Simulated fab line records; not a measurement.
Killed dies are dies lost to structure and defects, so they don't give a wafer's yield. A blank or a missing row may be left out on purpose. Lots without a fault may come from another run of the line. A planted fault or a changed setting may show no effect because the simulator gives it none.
fab line records / flow nandHarc
[record] lots = 6 wafers = 18 lastDay = 33
route steps=1302 shown A_SOURCE_PLATE@414 A_ONON_D1@424 END@1302
lots untouched by any fault: they come from a run of this same line in which no faults occurred
startH: hours from the record's opening day to when the first of the lot's shown wafers began / waitH: hours elapsed since this lot's preceding step / " unchanged from the row above / L1.1+2: one row covering several wafers at once / - value missing, or start not given / * or withheld: withheld / < > ~ a bound
route shown NAME@n: names a module that has steps shown in the file, with the first one's number in the route / usual: average and standard deviation across the fault-free wafers / same: alike in all rows / chamber/n: place in a boat / sites: readings site by site / _std_site: the standard deviation of these / _edge_site: the outer-site mean with the inner-site mean subtracted / radiusMm: how far each site lies from the wafer's centre / mask NAME#n: copy n / behind: tool/chamber where the wafer was last shaped / hold: why the lot went on hold/how many hours it stayed there/how the hold came to an end / device: transistor that didn't switch, given as n, p or np / end of line: the same wafers' tests at the end of the route / a step with no rows: only its recipe / killed: the dies lost at the first sort to structure and to defects; this is not the yield of the wafer / map: dies across one wafer; x = killed, . = not, _ = none there
set.NAME: the setting as run; set.NAME@STEP: as run at that earlier step / model.NAME: the simulator's own value behind a step, which no gauge read
lots at some steps of the route; a table a step, a row a wafer
services: when a tool's chamber went out of use (startH, in hours from the record's first day, below 0 if earlier), for how many hours, and the reason
[[steps]]
[step NHARC_A_SOURCE_PLATE_SRD_01]
[step NHARC_A_SOURCE_PLATE_OXIDE_02]
[recipe] targetThkA = 100 tempC = 900 oxTimeS = 1362 material = SiO2
[step NHARC_A_SOURCE_PLATE_THK_MEAS_09]
[recipe] thkMeasGauge = ellipsometry
[usual] thkNm = 9.7/1
lot.wafer=L312.3 tool=filmMetro-02 chamber=- startH=177.67 waitH=0.4 thkNm=9.8
lot.wafer=L312.4 tool=filmMetro-02 chamber=- startH=177.67 waitH=0.4 thkNm=8.7
lot.wafer=L312.5 tool=filmMetro-02 chamber=- startH=177.67 waitH=0.4 thkNm=10.1
lot.wafer=L313.1 tool=filmMetro-02 chamber=- startH=189.94 waitH=0.4 thkNm=10.8
lot.wafer=L313.3 tool=filmMetro-02 chamber=- startH=189.94 waitH=0.4 thkNm=10.2
lot.wafer=L313.6 tool=filmMetro-02 chamber=- startH=189.94 waitH=0.4 thkNm=10.0
lot.wafer=L315.2 tool=filmMetro-02 chamber=- startH=206.29 waitH=0.4 thkNm=8.6
lot.wafer=L315.3 tool=filmMetro-02 chamber=- startH=206.29 waitH=0.4 thkNm=9.7
lot.wafer=L315.6 tool=filmMetro-02 chamber=- startH=206.29 waitH=0.4 thkNm=10.0
lot.wafer=L319.1 tool=filmMetro-02 chamber=- startH=247.92 waitH=0.4 thkNm=10.3
lot.wafer=L319.2 tool=filmMetro-02 chamber=- startH=247.92 waitH=0.4 thkNm=10.9
lot.wafer=L319.5 tool=filmMetro-02 chamber=- startH=247.92 waitH=0.4 thkNm=9.1
lot.wafer=L324.1 tool=filmMetro-02 chamber=- startH=303.70 waitH=0.4 thkNm=9.6
lot.wafer=L324.2 tool=filmMetro-02 chamber=- startH=303.70 waitH=0.4 thkNm=10.7
lot.wafer=L324.3 tool=filmMetro-02 chamber=- startH=303.70 waitH=0.4 thkNm=9.1
lot.wafer=L332.1 tool=filmMetro-01 chamber=- startH=370.64 waitH=0.4 thkNm=9.4
lot.wafer=L332.4 tool=filmMetro-01 chamber=- startH=370.64 waitH=0.4 thkNm=11.4
lot.wafer=L332.6 tool=filmMetro-01 chamber=- startH=370.64 waitH=0.4 thkNm=10.0
[step NHARC_A_SOURCE_PLATE_PVD_04]
[recipe] targetThkA = 500 material = WSi2
[step NHARC_A_SOURCE_PLATE_CVD_03]
[recipe] targetThkA = 2000 tempC = 620 pressureMtorr = 200 timeS = 4000 material = poly-Si
[step NHARC_A_SOURCE_PLATE_ANNEAL_05]
[recipe] tempC = 850 timeS = 1800
[step NHARC_A_SOURCE_PLATE_THK_MEAS_06]
[recipe] thkMeasGauge = ellipsometry
[usual] thkNm = 199.8/2.3
lot.wafer=L312.3 tool=filmMetro-02 chamber=- startH=190.55 waitH=0.4 thkNm=197.6
lot.wafer=L312.4 tool=filmMetro-02 chamber=- startH=190.55 waitH=0.4 thkNm=201.2
lot.wafer=L312.5 tool=filmMetro-02 chamber=- startH=190.55 waitH=0.4 thkNm=200.3
lot.wafer=L313.1 tool=filmMetro-02 chamber=- startH=204.03 waitH=0.4 thkNm=198.5
lot.wafer=L313.3 tool=filmMetro-02 chamber=- startH=204.03 waitH=0.4 thkNm=200.2
lot.wafer=L313.6 tool=filmMetro-02 chamber=- startH=204.03 waitH=0.4 thkNm=201.3
lot.wafer=L315.2 tool=filmMetro-02 chamber=- startH=219.19 waitH=0.4 thkNm=203.6
lot.wafer=L315.3 tool=filmMetro-02 chamber=- startH=219.19 waitH=0.4 thkNm=203.7
lot.wafer=L315.6 tool=filmMetro-02 chamber=- startH=219.19 waitH=0.4 thkNm=202.2
lot.wafer=L319.1 tool=filmMetro-01 chamber=- startH=260.89 waitH=0.4 thkNm=199.8
lot.wafer=L319.2 tool=filmMetro-01 chamber=- startH=260.89 waitH=0.4 thkNm=198.5
lot.wafer=L319.5 tool=filmMetro-01 chamber=- startH=260.89 waitH=0.4 thkNm=204.0
lot.wafer=L324.1 tool=filmMetro-02 chamber=- startH=317.44 waitH=0.4 thkNm=199.7
lot.wafer=L324.2 tool=filmMetro-02 chamber=- startH=317.44 waitH=0.4 thkNm=198.4
lot.wafer=L324.3 tool=filmMetro-02 chamber=- startH=317.44 waitH=0.4 thkNm=198.1
lot.wafer=L332.1 tool=filmMetro-01 chamber=- startH=383.78 waitH=0.4 thkNm=201.5
lot.wafer=L332.4 tool=filmMetro-01 chamber=- startH=383.78 waitH=0.4 thkNm=201.6
lot.wafer=L332.6 tool=filmMetro-01 chamber=- startH=383.78 waitH=0.4 thkNm=202.1
[step NHARC_A_SOURCE_PLATE_INSPECT_08]
[usual] rawDefectCount = 57/22
lot.wafer=L312.3 tool=defectInspect-01 chamber=- startH=190.61 waitH=0.0 rawDefectCount=34
lot.wafer=L312.4 tool=defectInspect-01 chamber=- startH=190.61 waitH=0.0 rawDefectCount=66
lot.wafer=L312.5 tool=defectInspect-01 chamber=- startH=190.61 waitH=0.0 rawDefectCount=33
lot.wafer=L313.1 tool=defectInspect-01 chamber=- startH=204.09 waitH=0.0 rawDefectCount=51
lot.wafer=L313.3 tool=defectInspect-01 chamber=- startH=204.09 waitH=0.0 rawDefectCount=72
lot.wafer=L313.6 tool=defectInspect-01 chamber=- startH=204.09 waitH=0.0 rawDefectCount=52
lot.wafer=L315.2 tool=defectInspect-02 chamber=- startH=219.30 waitH=0.0 rawDefectCount=55
lot.wafer=L315.3 tool=defectInspect-02 chamber=- startH=219.30 waitH=0.0 rawDefectCount=35
lot.wafer=L315.6 tool=defectInspect-02 chamber=- startH=219.30 waitH=0.0 rawDefectCount=33
lot.wafer=L319.1 tool=defectInspect-02 chamber=- startH=260.99 waitH=0.0 rawDefectCount=36
lot.wafer=L319.2 tool=defectInspect-02 chamber=- startH=260.99 waitH=0.0 rawDefectCount=57
lot.wafer=L319.5 tool=defectInspect-02 chamber=- startH=260.99 waitH=0.0 rawDefectCount=30
lot.wafer=L324.1 tool=defectInspect-01 chamber=- startH=317.54 waitH=0.0 rawDefectCount=37
lot.wafer=L324.2 tool=defectInspect-01 chamber=- startH=317.54 waitH=0.0 rawDefectCount=41
lot.wafer=L324.3 tool=defectInspect-01 chamber=- startH=317.54 waitH=0.0 rawDefectCount=60
lot.wafer=L332.1 tool=defectInspect-02 chamber=- startH=383.84 waitH=0.0 rawDefectCount=48
lot.wafer=L332.4 tool=defectInspect-02 chamber=- startH=383.84 waitH=0.0 rawDefectCount=27
lot.wafer=L332.6 tool=defectInspect-02 chamber=- startH=383.84 waitH=0.0 rawDefectCount=36
[step NHARC_A_ONON_D1_DEP_00]
[recipe] targetThkA = 10000 n2FlowSccm = 2750 n2oFlowSccm = 2000 nh3FlowSccm = 500 sih4FlowSccm = 210 tempC = 400
[step NHARC_A_ONON_D1_THK_MEAS_02]
[recipe] thkMeasGauge = ellipsometry
[usual] thkNm = 1001/10
lot.wafer=L312.3 tool=filmMetro-02 chamber=- startH=191.19 waitH=- thkNm=1008
lot.wafer=L312.4 tool=filmMetro-02 chamber=- startH=191.19 waitH=- thkNm=1009
lot.wafer=L312.5 tool=filmMetro-02 chamber=- startH=191.19 waitH=- thkNm=1009
lot.wafer=L313.1 tool=filmMetro-01 chamber=- startH=204.67 waitH=- thkNm=1004
lot.wafer=L313.3 tool=filmMetro-01 chamber=- startH=204.67 waitH=- thkNm=1005
lot.wafer=L313.6 tool=filmMetro-01 chamber=- startH=204.67 waitH=- thkNm=1005
lot.wafer=L315.2 tool=filmMetro-02 chamber=- startH=219.87 waitH=- thkNm=989
lot.wafer=L315.3 tool=filmMetro-02 chamber=- startH=219.87 waitH=- thkNm=988
lot.wafer=L315.6 tool=filmMetro-02 chamber=- startH=219.87 waitH=- thkNm=987
lot.wafer=L319.1 tool=filmMetro-01 chamber=- startH=261.57 waitH=- thkNm=979
lot.wafer=L319.2 tool=filmMetro-01 chamber=- startH=261.57 waitH=- thkNm=980
lot.wafer=L319.5 tool=filmMetro-01 chamber=- startH=261.57 waitH=- thkNm=982
lot.wafer=L324.1 tool=filmMetro-01 chamber=- startH=318.11 waitH=- thkNm=1010
lot.wafer=L324.2 tool=filmMetro-01 chamber=- startH=318.11 waitH=- thkNm=1011
lot.wafer=L324.3 tool=filmMetro-01 chamber=- startH=318.11 waitH=- thkNm=1012
lot.wafer=L332.1 tool=filmMetro-01 chamber=- startH=384.41 waitH=- thkNm=1004
lot.wafer=L332.4 tool=filmMetro-01 chamber=- startH=384.41 waitH=- thkNm=1001
lot.wafer=L332.6 tool=filmMetro-01 chamber=- startH=384.41 waitH=- thkNm=1004
[step NHARC_A_ONON_D1_DEP_03]
[recipe] targetThkA = 10000 n2FlowSccm = 2750 n2oFlowSccm = 2000 nh3FlowSccm = 500 sih4FlowSccm = 210 tempC = 400
lot.wafer=L312.3+4+5 tool=pecvdOnon-03 chamber=0 startH=191.36 waitH=0.2
lot.wafer=L313.1+3+6 tool=pecvdOnon-04 chamber=0 startH=204.73 waitH=0.1
lot.wafer=L315.2+3+6 tool=pecvdOnon-03 chamber=0 startH=219.99 waitH=0.1
lot.wafer=L319.1+2+5 tool=pecvdOnon-03 chamber=0 startH=261.63 waitH=0.1
lot.wafer=L324.1+2+3 tool=pecvdOnon-03 chamber=0 startH=318.17 waitH=0.1
lot.wafer=L332.1+4+6 tool=pecvdOnon-04 chamber=0 startH=384.47 waitH=0.1
[step NHARC_A_ONON_D1_THK_MEAS_05]
[recipe] thkMeasGauge = ellipsometry
[usual] thkNm = 1003/11
lot.wafer=L312.3 tool=filmMetro-02 chamber=- startH=191.76 waitH=- hold=- thkNm=1012
lot.wafer=L312.4 tool=filmMetro-02 chamber=- startH=191.76 waitH=- hold=- thkNm=1013
lot.wafer=L312.5 tool=filmMetro-02 chamber=- startH=191.76 waitH=- hold=- thkNm=1010
lot.wafer=L313.1 tool=filmMetro-02 chamber=- startH=205.24 waitH=- hold=- thkNm=1000
lot.wafer=L313.3 tool=filmMetro-02 chamber=- startH=205.24 waitH=- hold=- thkNm=1001
lot.wafer=L313.6 tool=filmMetro-02 chamber=- startH=205.24 waitH=- hold=- thkNm=1000
lot.wafer=L315.2 tool=filmMetro-01 chamber=- startH=220.45 waitH=- hold=awaitDispo/0.2h/release thkNm=1589
lot.wafer=L315.3 tool=filmMetro-01 chamber=- startH=220.45 waitH=- hold=awaitDispo/0.2h/release thkNm=1589
lot.wafer=L315.6 tool=filmMetro-01 chamber=- startH=220.45 waitH=- hold=awaitDispo/0.2h/release thkNm=1590
lot.wafer=L315.2 tool=filmMetro-01 chamber=- startH=220.62 waitH=0.2 hold=- thkNm=1589
lot.wafer=L315.3 tool=filmMetro-01 chamber=- startH=220.62 waitH=0.2 hold=- thkNm=1590
lot.wafer=L315.6 tool=filmMetro-01 chamber=- startH=220.62 waitH=0.2 hold=- thkNm=1591
lot.wafer=L319.1 tool=filmMetro-02 chamber=- startH=262.14 waitH=- hold=awaitDispo/0.2h/release thkNm=1561
lot.wafer=L319.2 tool=filmMetro-02 chamber=- startH=262.14 waitH=- hold=awaitDispo/0.2h/release thkNm=1560
lot.wafer=L319.5 tool=filmMetro-02 chamber=- startH=262.14 waitH=- hold=awaitDispo/0.2h/release thkNm=1562
lot.wafer=L319.1 tool=filmMetro-02 chamber=- startH=262.31 waitH=0.2 hold=- thkNm=1561
lot.wafer=L319.2 tool=filmMetro-02 chamber=- startH=262.31 waitH=0.2 hold=- thkNm=1559
lot.wafer=L319.5 tool=filmMetro-02 chamber=- startH=262.31 waitH=0.2 hold=- thkNm=1561
lot.wafer=L324.1 tool=filmMetro-01 chamber=- startH=318.68 waitH=- hold=- thkNm=988
lot.wafer=L324.2 tool=filmMetro-01 chamber=- startH=318.68 waitH=- hold=- thkNm=988
lot.wafer=L324.3 tool=filmMetro-01 chamber=- startH=318.68 waitH=- hold=- thkNm=987
lot.wafer=L332.1 tool=filmMetro-01 chamber=- startH=384.98 waitH=- hold=- thkNm=1001
lot.wafer=L332.4 tool=filmMetro-01 chamber=- startH=384.98 waitH=- hold=- thkNm=1003
lot.wafer=L332.6 tool=filmMetro-01 chamber=- startH=384.98 waitH=- hold=- thkNm=1003
[step NHARC_END_SORT_01]
[recipe] tempC = 25
[usual] defectLimitedYield = 91.6/2.6 killedAtArray = 51/17 killedAtOther = 1.6/2.1 killedAtPeriphery = 4/3.2 killedDies = 57/18 killedOpen = 2.9/1.7 killedShort = 2.3/1.3 sort_bin_2_pct = 3.0/1.2 sort_bin_3_pct = 0.7/0.43 sort_bin_4_pct = 4.7/1.4 sortNPass = 620/18 sortRimYieldPct = 87/4.8 sortYieldPct = 91.6/2.6
[same] grossDies = 677 sort_bin_5_pct[%] = 0 sort_bin_6_pct[%] = 0 sort_bin_7_pct[%] = 0 sort_bin_8_pct[%] = 0 sortRimNGross = 106.00
lot.wafer=L324.1 tool=prober-01 chamber=0 startH=724.86 waitH=2.5 defectLimitedYield[%]=89.5 killedAtArray=69 killedAtOther=0 killedAtPeriphery=2 killedDies=71 killedOpen=4 killedShort=1 sort_bin_2_pct[%]=3.5 sort_bin_3_pct[%]=1.2 sort_bin_4_pct[%]=5.8 sortNPass=606 sortRimYieldPct[%]=84 sortYieldPct[%]=89.5
lot.wafer=L324.2 tool=prober-01 chamber=0 startH=725.67 waitH=2.8 defectLimitedYield[%]=91.1 killedAtArray=58 killedAtOther=1 killedAtPeriphery=1 killedDies=60 killedOpen=1 killedShort=3 sort_bin_2_pct[%]=3.0 sort_bin_3_pct[%]=0.7 sort_bin_4_pct[%]=5.2 sortNPass=617 sortRimYieldPct[%]=86 sortYieldPct[%]=91.1
lot.wafer=L324.3 tool=prober-01 chamber=0 startH=726.48 waitH=3.1 defectLimitedYield[%]=90.7 killedAtArray=61 killedAtOther=1 killedAtPeriphery=1 killedDies=63 killedOpen=4 killedShort=2 sort_bin_2_pct[%]=4.4 sort_bin_3_pct[%]=0.7 sort_bin_4_pct[%]=4.1 sortNPass=614 sortRimYieldPct[%]=84 sortYieldPct[%]=90.7
// killed by level:class
L324.1 A_SLIT:chamberFilmFlake=23 A_CHANNEL_HOLE_D2:chamberFilmFlake=17 A_CHANNEL_HOLE_D1:chamberFilmFlake=8 A_CONTACT:chamberFilmFlake=5 A_CHANNEL_FILL_D1:chamberFilmFlake=4 A_STAIRCASE:chamberFilmFlake=4 P_GATE:geometricParticle:open=1 A_ONON_D1:geometricParticle:open=1
L324.2 A_SLIT:chamberFilmFlake=24 A_CHANNEL_HOLE_D2:chamberFilmFlake=11 A_CONTACT:chamberFilmFlake=7 A_CHANNEL_HOLE_D1:chamberFilmFlake=6 A_STAIRCASE:chamberFilmFlake=5 A_CHANNEL_FILL_D2:geometricParticle:short=2 A_CHANNEL_HOLE_D1:geometricParticle:open=1 A_CHANNEL_FILL_D1:geometricParticle:short=1
L324.3 A_CHANNEL_HOLE_D2:chamberFilmFlake=17 A_CHANNEL_HOLE_D1:chamberFilmFlake=12 A_SLIT:chamberFilmFlake=12 A_CONTACT:chamberFilmFlake=6 A_STAIRCASE:chamberFilmFlake=4 A_CHANNEL_FILL_D1:chamberFilmFlake=3 P_CONTACT:geometricParticle:open=1 A_SOURCE_PLATE:geometricParticle:open=1
[[services]]
tool=pecvdOnon-03 chamber=- startH=227.00 hours=13.0 kind=pm
tool=pecvdOnon-04 chamber=- startH=311.00 hours=13.0 kind=pm
[[key]]
[firstSign] step = NHARC_A_ONON_D1_THK_MEAS_05 reading = visit direction = added
[effect] step = NHARC_A_ONON_D1_THK_MEAS_05 reading = thkNm direction = up sigmas = 54 usual = 1003 struck = 1575
metAt NHARC_A_ONON_D1_DEP_03
struckWafers L315.2,L315.3,L315.6,L319.1,L319.2,L319.5
scrappedBehind NHARC_A_ONON_D1_THK_MEAS_05 L315.2,L315.3,L315.6,L319.1,L319.2,L319.5
onsetBetween 191.36 219.99
[fault] kind = processParameterDrift tool = pecvdOnon-03 chamber = 0 onsetH = 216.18 steps = NHARC_A_ONON_D1_DEP_03 channel = targetThkA offset = * shape = step endH = 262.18 actsIn = * stated = *
